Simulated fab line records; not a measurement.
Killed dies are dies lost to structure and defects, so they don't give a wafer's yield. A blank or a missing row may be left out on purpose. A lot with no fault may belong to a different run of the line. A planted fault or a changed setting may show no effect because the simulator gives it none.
Which tool is to blame?	flow nandHarc	13 lots with 39 wafers sampled at 3 steps, on a route of 1302 steps

## WHAT THE GAUGES READ, wafer by wafer
NHARC_A_WL_FILL_INSPECT_15. Usual: rawDefectCount 511, standard deviation 140.
lot	measured	on	rawDefectCount	flag
L568	day 21 11:46	defectInspect-01	537 625 463	
L570	day 21 23:04	defectInspect-01	494 457 469	
L569	day 21 22:55	defectInspect-02	418 432 346	
L567	day 21 22:55	defectInspect-01	367 536 422	
L571	day 22 14:54	defectInspect-02	371 590 502	
L576	day 25 00:52	defectInspect-02	567 291 370	
L578	day 25 11:14	defectInspect-02	413 347 367	
L577	day 25 06:52	defectInspect-01	330 398 558	
L579	day 26 07:13	defectInspect-01	447 475 509	
L580	day 27 11:10	defectInspect-02	563 547 517	
L587	day 29 11:52	defectInspect-02	690 470 636	
L588	day 29 17:01	defectInspect-01	315 305 412	
L590	day 31 01:19	defectInspect-02	655 607 559	

## WHAT TOOL EACH LOT RAN ON (gives the tool, then ch and the chambers of the sampled wafers, and finally the start)
lot	NHARC_A_SLIT_DEP_23	NHARC_A_WL_FILL_ETCHBACK_16
L568	pecvd-01 ch 0,1,2, day 20 03:34	rieDiel-05 ch 2,3, day 21 05:14
L570	pecvd-04 ch 0,1, day 20 12:02	rieDiel-04 ch 0,2,3, day 21 16:23
L569	pecvd-02 ch 0,1, day 20 12:02	rieDiel-05 ch 0,1,3, day 21 16:25
L567	pecvd-01 ch 0,1,2, day 20 12:14	rieDiel-01 ch 2,3, day 21 16:26
L571	pecvd-04 ch 0,1,2, day 21 06:45	rieDiel-01 ch 1,3, day 22 07:49
L576	pecvd-04 ch 1,2, day 23 16:38	rieDiel-04 ch 0,3, day 24 18:21
L578	pecvd-02 ch 0,1,2, day 23 16:42	rieDiel-04 ch 0,1,3, day 25 03:26
L577	pecvd-04 ch 0,1, day 23 17:50	rieDiel-04 ch 0,1,3, day 25 00:28
L579	pecvd-02 ch 0,1,2, day 24 21:58	rieDiel-04 ch 1,2,3, day 26 00:33
L580	pecvd-04 ch 0,2, day 25 20:07	rieDiel-04 ch 0,1,2, day 27 04:36
L587	pecvd-02 ch 0,1, day 27 22:35	rieDiel-05 ch 0,1, day 29 05:04
L588	pecvd-01 ch 0,1,2, day 28 06:25	rieDiel-04 ch 0,1, day 29 10:28
L590	pecvd-02 ch 0,2, day 29 14:09	rieDiel-01 ch 0,2,3, day 30 18:49
- NHARC_A_SLIT_DEP_23: deposits SiON, target thk 100 nm.
- NHARC_A_WL_FILL_ETCHBACK_16: etches the open film in C4F8/O2/Ar, target depth 120 nm, time 24 s.

## WHAT THE TOOLS THEMSELVES READ (means of the sampled wafers that have a number; where no wafer has one, the mark that the record gives instead)
NHARC_A_SLIT_DEP_23. Usual: heaterPowerW 799 W, standard deviation 120.
lot	tool	heaterPowerW (W)	flag
L568	pecvd-01	807	
L570	pecvd-04	842	
L569	pecvd-02	681	
L567	pecvd-01	845	
L571	pecvd-04	869	
L576	pecvd-04	855	
L578	pecvd-02	694	
L577	pecvd-04	839	
L579	pecvd-02	713	
L580	pecvd-04	893	
L587	pecvd-02	723	
L588	pecvd-01	841	
L590	pecvd-02	722	

NHARC_A_WL_FILL_ETCHBACK_16. Usual: oesProductAu 0.98 a.u., standard deviation 0.031; rfVppV 724.0 V, standard deviation 2.6.
lot	tool	oesProductAu (a.u.)	rfVppV (V)	flag
L568	rieDiel-05	0.99	724.0	
L570	rieDiel-04	0.98	723.9	
L569	rieDiel-05	0.93	724.6	
L567	rieDiel-01	0.97	725.2	
L571	rieDiel-01	1.00	725.6	
L576	rieDiel-04	0.94	723.3	
L578	rieDiel-04	0.99	722.3	
L577	rieDiel-04	0.99	722.4	
L579	rieDiel-04	1.01	723.5	
L580	rieDiel-04	1.00	722.8	
L587	rieDiel-05	1.01	724.3	
L588	rieDiel-04	0.68	721.2	OFF
L590	rieDiel-01	0.92	725.9	

## THE ANSWER, worked out from the rows above alone
Rule: a lot is off if the mean of its wafers that have a number lies more than 3 standard deviations from the usual mean. Also off: a lot with no number at a reading for which 4 or more lots have one. Where the step has rows for the other lots, those lots are counted as sound. The gauges are gone through in route order, then the tools' own readings, and for those a lot's mean is taken as printed above. At the first step where some lot is off, the reading lying furthest off is the one used; lots without a number count as furthest.
Off, at NHARC_A_WL_FILL_ETCHBACK_16 on oesProductAu: L588.
If a tool, at that step or one of the process steps before it, ran each lot that is off and ran no sound lot following the first of them, it fits. 2 tools fit, pecvd-01 at NHARC_A_SLIT_DEP_23 and rieDiel-04 at NHARC_A_WL_FILL_ETCHBACK_16, so this cannot tell which one it is.

## WHAT HAD BEEN PUT IN BY THE SIMULATOR
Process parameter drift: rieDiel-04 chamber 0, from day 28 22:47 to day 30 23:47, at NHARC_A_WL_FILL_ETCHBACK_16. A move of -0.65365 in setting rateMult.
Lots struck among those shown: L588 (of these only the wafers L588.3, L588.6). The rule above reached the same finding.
